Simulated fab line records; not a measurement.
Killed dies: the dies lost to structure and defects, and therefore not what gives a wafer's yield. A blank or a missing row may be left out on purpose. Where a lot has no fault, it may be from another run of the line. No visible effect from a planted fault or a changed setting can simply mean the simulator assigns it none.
fab line records	flow n5Finfet
record: lots: 5	wafers: 15	lastDay: 19
route steps=1938 shown BEOL_M14@1741 BEOL_M15@1773 PASSIVATION@1936
lots that met no fault: taken from a fault-free run of the same line
startH: hours from the record's opening day to when the first of the lot's shown wafers began	waitH: hours since the lot's step before	" the same as in the row above	L1.1+2: a row that stands for several wafers	- no value, or no start given	* or withheld: withheld	< > ~ a bound
route shown NAME@n: NAME is a module with steps in the file, n the number in the route of the first one	usual: mean/standard deviation of fault-free wafers	same: alike in all rows	chamber/n: place in a boat	sites: per-site readings	_std_site: their standard deviation	_edge_site: the outer-site mean with the inner-site mean subtracted	radiusMm: for every site, how far away it sits from the centre of the wafer	mask NAME#n: copy n	behind: the tool/chamber that last shaped the wafer	hold: reason for holding the lot/hours on hold/outcome of the hold	device: whichever transistor did not switch (one of n, p or np)	end of line: at the end of the route, the tests of the same wafers	a step with no rows: only its recipe	killed: not the wafer's yield, but the dies lost to structure and defects at the first sort	map: shows each die of a wafer: x if killed, . if not, _ if none is there
set.NAME: setting as actually run; set.NAME@STEP: the setting as run at that earlier step	model.NAME: the simulator's own value behind a step, which no gauge read
a table for each step, a row for each wafer; lots at some steps of the route
services: from which hour (startH, from the record's first day; less than 0 if before it) a tool's chamber was out of use, for how many hours, and why
== steps ==
step: N5_BEOL_M14_SOFTBAKE_23
recipe: tempC: 130	timeS: 60
step: N5_BEOL_M14_EXPOSE_25
recipe: maskId: M14	na: 0.8	sourceShape: annular	sigmaInner: 0.5	sigmaOuter: 0.8	polarization: unpolarized	targetCdNm: 280	doseMj: 26.6
step: N5_BEOL_M14_PEB_26
recipe: pebTempC: 130	pebTimeS: 90
step: N5_BEOL_M14_DEVELOP_27
recipe: developTimeS: 45	rinseLiquid: diw	dry: airSpin	devTempC: 21
step: N5_BEOL_M14_HARDBAKE_32
recipe: tempC: 130	timeS: 120
step: N5_BEOL_M14_DESCUM_33
recipe: chemistry: O2	timeS: 7.9	sourcePowerW: 50	biasPowerW: 20	pressureMtorr: 20	rfFrequencyHz: 2.712e+07	tempC: 40	o2FlowSccm: 225
step: N5_BEOL_M14_ETCH_67
recipe: chemistry: CF4	target: SiARC	targetDepthA: 1430	timeS: 238.3	ionEnergyEv: 80	pressureMtorr: 40	sourceW: 545	biasW: 36	Ar_flow_sccm: 100	cf4FlowSccm: 100	ends: cleared
step: N5_BEOL_M14_ETCH_68
recipe: chemistry: N2/H2	target: SOC	maskMaterial: SiARC	sourceW: 3000	biasW: 350	tempC: 40	timeS: 450	ionEnergyEv: 200	pressureMtorr: 30	n2FlowSccm: 200	h2FlowSccm: 200
step: N5_BEOL_M14_STRIP_69
recipe: chemistry: N2/H2	tempC: 40	n2FlowSccm: 200	h2FlowSccm: 200	rfFrequencyHz: 6e+07
step: N5_BEOL_M14_TRENCH_ETCH_34
recipe: chemistry: C4F8/O2/Ar	target: SiO2	targetDepthA: 5566.5	maskMaterial: SOC	heInnerTorr: 15	heOuterTorr: 30	timeS: 126.9	ionEnergyEv: 800	pressureMtorr: 20	sourceW: 1905	biasW: 2040	Ar_flow_sccm: 400	C4F8_flow_sccm: 16	O2_flow_sccm: 12
usual: drypumpMotorCurrentA: 5.9/0.38	mfcArSccm: 399.8/1.1	oes_ar_750_au: 0.80/0.076	oesProductAu: 0.80/0.08	rfVppV: 2230/13	showerheadPlenumPTorr: 3.47/0.16	throttleValvePct: 30.82/0.21
lot.wafer	tool	chamber	startH	waitH	drypumpMotorCurrentA	mfcArSccm	oes_ar_750_au	oesProductAu	rfHoursCounterH	rfVppV	showerheadPlenumPTorr	throttleValvePct
L727.1	rieDiel-05	3	300.46	0.0	6.3	399.3	0.92	0.91	18	2218	3.51	30.83
L727.3	"	1	"	"	5.4	401.3	0.72	0.72	177	2219	3.17	31.14
L727.4	"	2	"	"	5.8	400.7	0.85	0.86	52	2249	3.64	30.90
L737.3	rieDiel-05	3	356.69	0.0	6.3	398.8	0.88	0.89	34	2218	3.50	30.83
L737.4	"	2	"	"	5.8	400.3	0.82	0.82	75	2250	3.63	30.90
L737.6	"	1	"	"	5.4	400.2	0.70	0.71	-	2219	3.16	31.15
L738.3	rieDiel-05	0	364.62	0.0	5.6	401.6	0.72	0.71	226	2245	3.52	30.65
L738.4	"	1	"	"	5.4	399.7	0.70	0.70	203	2216	3.16	31.17
L738.6	"	3	"	"	6.3	400.3	0.88	0.88	-	2216	3.50	30.85
L740.1	rieDiel-05	1	382.30	0.0	5.4	400.7	0.70	0.69	209	2217	3.15	31.16
L740.2	"	3	"	"	6.3	399.2	0.87	0.87	44	2217	3.49	30.86
L740.6	"	0	"	"	5.5	399.8	0.71	0.71	-	2243	3.52	30.66
L746.1	rieDiel-04	2	424.63	0.0	6.1	398.1	0.77	0.75	149	2219	3.31	31.21
L746.3	"	3	"	"	6.0	399.6	0.88	0.88	32	2232	3.35	30.49
L746.5	"	3	"	"	6.0	398.2	0.88	0.88	-	2233	3.35	30.51
step: N5_BEOL_M14_STRIP_70
recipe: chemistry: C4F8/O2/Ar	resist: SiARC	rfFrequencyHz: 6e+07
step: N5_BEOL_M14_STRIP_37
recipe: chemistry: O2	powerW: 600	tempC: 60	pressureMtorr: 30	rfFrequencyHz: 6e+07	biasPowerW: 0	overashFraction: 0.3	o2FlowSccm: 225
step: N5_BEOL_M14_ETCH_38
recipe: chemistry: CF4/N2	target: SiCN	targetDepthA: 1065	taperDeg: 2	timeS: 120.6	ionEnergyEv: 150	maskMaterial: SiO2	pressureMtorr: 40	sourceW: 430	biasW: 70	Ar_flow_sccm: 100	cf4FlowSccm: 60	n2FlowSccm: 60
step: N5_BEOL_M14_PRECLEAN_39
recipe: chemistry: residueRemover	timeS: 60	tempC: 40
step: N5_BEOL_M14_SRD_40
recipe: timeS: 30	tempC: 23	rinseLiquid: diw	dry: n2Spin	spinRpm: 1500	dryTimeS: 30
step: N5_BEOL_M14_DEGAS_41
recipe: ambient: vacuum	tempC: 300	timeS: 60
step: N5_BEOL_M14_PRE_CLEAN_42
recipe: gas: H2/He	timeS: 30	tempC: 300
step: N5_BEOL_M14_SPUTTER_43
recipe: material: TaN	targetThkA: 150	tempC: 50	biasV: 168.6	powerW: 15000	chamberPressurePa: 0.12	timeS: 24.19
step: N5_BEOL_M14_SPUTTER_44
recipe: material: Ta	targetThkA: 150	tempC: 50	biasV: 80	powerW: 15000	chamberPressurePa: 0.07	timeS: 24.19
step: N5_BEOL_M14_SPUTTER_45
recipe: material: Cu	targetThkA: 1000	tempC: -20	biasV: 60	powerW: 26000	chamberPressurePa: 0.13	timeS: 16.67
step: N5_BEOL_M14_ECD_47
recipe: material: Cu	targetThkA: 12480
step: N5_BEOL_M14_ANNEAL_48
recipe: tempC: 225	timeS: 90	ambient: N2
step: N5_BEOL_M14_CMP_49
recipe: stopOn: SiO2	tOverpolishS: 5.2	downForcePsi: 2	platenRpm: 80	clearingPlatenDownForcePsi: 2	clearingPlatenRpm: 80	postCmpClean: cuAlkaline	targetThkNm: 560	clearingPlatenPadVelocityMS: 1.5917	padVelocityMS: 1.5917
step: N5_BEOL_M14_PRE_CLEAN_52
recipe: gas: NH3	timeS: 15	tempC: withheld	rfPowerW: 300
step: N5_BEOL_M14_DEP_53
recipe: material: SiCN	targetThkA: 500	tempC: withheld	precursor: 3MS/NH3	pressureTorr: 3	rfW: 675	timeS: 17.8
step: N5_BEOL_M15_ILD_DEP_00
recipe: material: SiO2	targetThkA: 16293	tempC: 400	precursor: TEOS/O2	pressureTorr: 6.5	rfW: 900	teosFlowSccm: 161.4	gas: O2	flowSccm: 2650	timeS: 346.1
step: N5_BEOL_M15_COAT_58
recipe: resist: BARC	tempC: 205	timeS: 60	spinRpm: 1500	resistThkNm: 89
step: N5_BEOL_M15_COAT_04
recipe: spinRpm: 1704	resistThkNm: 800
step: N5_BEOL_M15_EBR_06
recipe: solvent: PGMEA	ebrWidthMm: 1.5
step: N5_BEOL_M15_SOFTBAKE_05
recipe: tempC: 130	timeS: 60
step: N5_BEOL_M15_EXPOSE_07
recipe: maskId: V14	na: 0.8	sourceShape: annular	sigmaInner: 0.5	sigmaOuter: 0.8	polarization: unpolarized	attpsmPhaseDeg: 180	doseMj: 41.25
step: N5_BEOL_M15_PEB_08
recipe: pebTempC: 130	pebTimeS: 90
step: N5_BEOL_M15_DEVELOP_09
recipe: developTimeS: 45	rinseLiquid: diw	dry: airSpin	devTempC: 21
step: N5_BEOL_M15_HARDBAKE_14
recipe: tempC: 130	timeS: 120
step: N5_PASSIVATION_PROBE_49
usual: defectLimitedYield: 91.0/1.5	killed_at_M0_to_M3: 37/12	killed_at_M4_up: 13/5	killedAtContacts: 13/6.1	killedAtFrontEnd: 39/11	killedAtOther: 4/3.2	killedDies: 106/17	killedOnRim: 13/4.2	killedOpen: 69/12	killedShort: 35/7.9	sort_bin_5_function: 5.3/1	sort_bin_6_memory: 3.3/0.68	sortNPass: 1074/17	sortYieldPct: 91.0/1.5
same: grossDies: 1180	killedAtBackSide: 0	sort_bin_4_leakage[%]: 0	sort_bin_8_speed[%]: 0
lot.wafer	tool	chamber	startH	waitH	defectLimitedYield[%]	killed_at_M0_to_M3	killed_at_M4_up	killedAtContacts	killedAtFrontEnd	killedAtOther	killedDies	killedOnRim	killedOpen	killedShort	sort_bin_5_function[%]	sort_bin_6_memory[%]	sortNPass	sortYieldPct[%]
L737.3	prober-02	-	384.17	0.1	87.8	30	79	12	20	3	144	16	56	19	8.0	2.3	1036	87.8
L737.4	prober-02	-	384.22	0.2	92.1	35	15	10	29	4	93	11	47	44	4.7	2.9	1087	92.1
L737.6	prober-02	-	384.32	0.3	91.9	32	14	15	35	0	96	9	64	30	4.7	3.3	1084	91.9
L738.6	prober-01	-	390.62	0.3	85.7	46	87	11	25	0	169	23	64	32	8.5	4.1	1011	85.7
L740.2	prober-02	-	409.51	0.1	84.5	37	82	6	52	6	183	24	58	48	9.5	4.6	997	84.5
killed by level:class
L737.3 BEOL_M14:unspecified=68 MOL_CONTACT_COAG:geometricParticle:open=11 BEOL_M0_SAQP:geometricParticle:open=7 BEOL_M3:geometricParticle:open=6 FIN_SAQP:geometricParticle:open=5 BEOL_M0_SAQP:geometricParticle:short=4 BEOL_M0:geometricParticle:open=4 BEOL_M2:geometricParticle:open=4
L737.4 FIN_SAQP:geometricParticle:short=9 FIN_SAQP:geometricParticle:open=8 BEOL_M0_SAQP:geometricParticle:short=8 MOL_CONTACT_COAG:geometricParticle:open=7 BEOL_M3:geometricParticle:open=6 BEOL_M4:geometricParticle:open=6 BEOL_M2:geometricParticle:open=5 BEOL_M0_SAQP:geometricParticle:open=4
L737.6 MOL_CONTACT_COAG:geometricParticle:open=11 GATE_CUT:geometricParticle:short=8 STI_FIN_REVEAL:geometricParticle:open=7 BEOL_M0_SAQP:geometricParticle:open=7 BEOL_M4:geometricParticle:open=7 BEOL_M0_SAQP:geometricParticle:short=6 BEOL_M3:geometricParticle:open=5 ILD0:geometricParticle:open=4
L738.6 BEOL_M14:unspecified=69 BEOL_M1:geometricParticle:open=13 BEOL_M0_SAQP:geometricParticle:short=9 FIN_SAQP:geometricParticle:open=8 MOL_CONTACT_COAG:geometricParticle:open=7 BEOL_M0_SAQP:geometricParticle:open=6 BEOL_M2:geometricParticle:open=6 BEOL_M4:geometricParticle:open=6
L740.2 BEOL_M14:unspecified=74 FIN_SAQP:geometricParticle:short=12 BEOL_M0_SAQP:geometricParticle:short=9 BEOL_M0_SAQP:geometricParticle:open=9 BEOL_M3:geometricParticle:open=8 DUMMY_GATE:geometricParticle:open=6 MOL_CONTACT_COAG:geometricParticle:open=6 BEOL_M1:geometricParticle:open=6
map L737.3 (x killed, . not)
_________________............________________
______________.....x............_____________
___________.........x..............__________
__________....xx....x.x....x......x._________
________..x.........x................._______
_______................................______
______.........................xx......._____
_____....................x....x....x.....____
____..x.x......xx.........................___
___....x...................................__
___.xxx..x..x....x.............x...........__
__xxxx.x..............x....................._
__xxxxxxx....x.............................._
_xxxxxxxxx............x.....x........x.......
_xxxxxxxx.............x.....x......x.........
_xxxxxxx.....x.x............x....xx..........
_xxxxxxxx....................................
_xxxxx.x.xx.x........x..x....................
_xxxxxx..........x.x.........................
_xxxxxx..........x................x.......x..
_.x......x..............x.x..................
__x...................x.....x...........x..._
__.........................................._
___......................x....x........x..x__
___......x.............x....x......x.x.....__
____.........x........................x...___
_____....................................____
______....................x.....x......._____
_______................................______
________..................x.x.....x..._______
__________..x....x..........x..xx..._________
___________..............xxx.......__________
______________.................._____________
_________________............________________
map L738.6 (x killed, . not)
_________________.....x......________________
______________.................._____________
___________........................__________
__________x.............x.....x....._________
________..x..x.......xx.......x......._______
_______...x...........x................______
______.................xx....x.........._____
_____.........x..............x...........____
____.....x.........x..........x...xx......___
___x.x..........x..x..............x.xx.....__
___x.xx.....x.x........................x...__
__xxxxx...............................x.x..._
__xxxx...........................x.....x..x._
_xxxxxxx.........xx..........................
_xxxxxxxx......................x.............
_xxxxxxxxx..................x.....xx.....x...
_xxxxxxx.x..........x..........x..x...x......
_xxxxxxx...x...x.......x....x................
_xxxxxxxx......x..........x.....xx...........
_xx.xxxx.x.....................x.............
_.x.....x...x......x.........................
__.x.xx......x............x...x.....x....x.._
__.........................................._
___.x..............x..x............x.......__
___........................x.....x.........__
____.....x......................x.....xx..___
_____...x.......x..x........x.x..x.......____
______....x........x....x..............._____
_______.xxx......x.....................______
________.x...........x...x..x........._______
__________.x........................_________
___________........x...x...........__________
______________..xx.....x.x......_____________
_________________x...........________________
== services ==
tool	chamber	startH	hours	kind
rieDiel-04	1	277.22	-	clean
rieDiel-04	1	277.22	-	consumableReplace:focusRing
rieDiel-04	1	277.22	-	consumableReplace:showerhead
rieDiel-04	1	277.22	13.6	scheduledDown
rieDiel-04	1	277.22	13.6	ventCycle
rieDiel-04	3	323.22	-	clean
rieDiel-04	3	323.22	-	consumableReplace:focusRing
rieDiel-04	3	323.22	13.6	scheduledDown
rieDiel-04	3	323.22	13.6	ventCycle
rieDiel-05	3	337.33	15.2	repair
rieDiel-04	0	404.31	19.7	repair
== key ==
firstSign: step: N5_PASSIVATION_PROBE_49	reading: killed_at_M4_up	direction: up	sigmas: 14	usual: 13	struck: 83
effect: step: N5_PASSIVATION_PROBE_49	reading: defectLimitedYield	direction: down	sigmas: 3.5	usual: 91.0	struck: 86.0
moreKillsBornAt: N5_BEOL_M14_TRENCH_ETCH_34@rieDiel-05: 211
metAt N5_BEOL_M14_TRENCH_ETCH_34
struckWafers L737.3,L738.6,L740.2
onsetBetween 300.46 356.69
fault: kind: chamberParticleSource	tool: rieDiel-05	chamber: 3	onsetH: 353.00	steps: N5_BEOL_M14_TRENCH_ETCH_34	ratePerVisitCm2: 0.55535	endH: 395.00
